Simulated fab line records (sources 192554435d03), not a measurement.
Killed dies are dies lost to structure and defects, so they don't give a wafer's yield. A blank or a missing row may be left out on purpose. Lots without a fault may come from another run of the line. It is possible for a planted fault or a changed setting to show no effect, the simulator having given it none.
Lot-split experiment ; flow n5Finfet ; 21 wafers read from 7 lots, route of 1938 steps

## SPLIT DETAILS
At N5_BEOL_M13_ETCH_68 (etches SOC in N2/H2, time 355 s), the setting timeS was moved away from the recipe's 355 s on 7 of the 21 wafers read, by -7.2% to +15.9%. This setting was run at the recipe's value on the other wafers.

The split's own step is where the reading is taken.

## THE READING
SiARC_of_BEOL_M13_COAT_66.thkNm (the simulator's own value, which no gauge read), in nm, at N5_BEOL_M13_ETCH_68 (etches SOC in N2/H2, time 355 s). There is no usual value for it anywhere in the file. The 14 wafers here that ran the recipe average 77.0 nm, standard deviation 0.47 nm.

wafer;tool, chamber at the split;timeS as run, s;against the recipe;SiARC_of_BEOL_M13_COAT_66.thkNm, nm;against lot-mates on the recipe
L079.2;rieDiel-04, 2;396.1;+11.6%;72.8;-5.1
L079.5;rieDiel-04, 0;355;recipe;77.6;-
L079.6;rieDiel-04, 1;355;recipe;78.2;-
L080.1;rieDiel-02, 2;391.2;+10.2%;73.6;-3.2
L080.5;rieDiel-02, 3;391.2;+10.2%;73.8;-3.0
L080.6;rieDiel-02, 0;355;recipe;76.8;-
L083.1;rieDiel-04, 0,3;355;recipe;76.8;-
L083.4;rieDiel-04, 0,3;355;recipe;76.8;-
L083.2;rieDiel-04, 1;380.5;+7.2%;75.2;-1.6
L088.2;rieDiel-02, 0;411.4;+15.9%;71.6;-5.2
L088.3;rieDiel-02, 2;355;recipe;76.8;-
L088.5;rieDiel-02, 0;411.4;+15.9%;71;-5.8
L092.2;rieDiel-05, 0;355;recipe;76.6;-
L092.5;rieDiel-05, 1;355;recipe;77;-
L092.6;rieDiel-05, 2;355;recipe;77.6;-
L095.1;rieDiel-05, 1;355;recipe;76.2;-
L095.3;rieDiel-05, 2;329.6;-7.2%;78.8;+2.2
L095.6;rieDiel-05, 2;355;recipe;77;-
L097.2;rieDiel-02, 0;355;recipe;77.2;-
L097.3;rieDiel-02, 2,1;355;recipe;77;-
L097.6;rieDiel-02, 2,1;355;recipe;77;-
Rows listing several chambers each stand for several wafers; the file does not say which wafer went through which chamber.

FIT RESULTS
A straight line over all 21 wafers: SiARC_of_BEOL_M13_COAT_66.thkNm changes by -0.34 nm for each +1% of timeS; r = -0.98; the points scatter about the line by 0.49 nm.
The same after taking each lot's own level away (the mean of its wafers on the recipe; 21 wafers): -0.342 nm for each +1%; r = -0.98; scatter 0.44 nm.
According to that fit, moving timeS by its largest amount changes the reading by 5.4 nm.
From 76.60 to 77.90 nm: that is the span of the lots' own levels, equal to 2.7 times the standard deviation above.
Hence the lot-to-lot level has little effect on the slope; both slopes agree.
Check: -5.51 nm against its lot-mates is what the line predicts for one of the wafers moved furthest among these (+15.9%) when that wafer is left out of the fit. It came out at -5.2 nm against them.

## OTHER SPLITS APPLIED TO THESE WAFERS
Note: prior to the reading, these wafers also went through further splits. Each is held against what the fit with the lots' levels taken away leaves over:
other split on the same wafers;wafers away from the commonest value;r with SiARC_of_BEOL_M13_COAT_66.thkNm (lot level and that fit taken away)
N5_BEOL_M11_COAT_59 spinRpm;10;-0.18
N5_BEOL_M12_COAT_04 spinRpm;5;+0.01
N5_BEOL_M12_ETCH_59 h2FlowSccm;10;+0.03

## THE FILE'S OWN FIT
SiARC_of_BEOL_M13_COAT_66.thkNm changes by -0.346 nm for each +1% of timeS, r = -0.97.
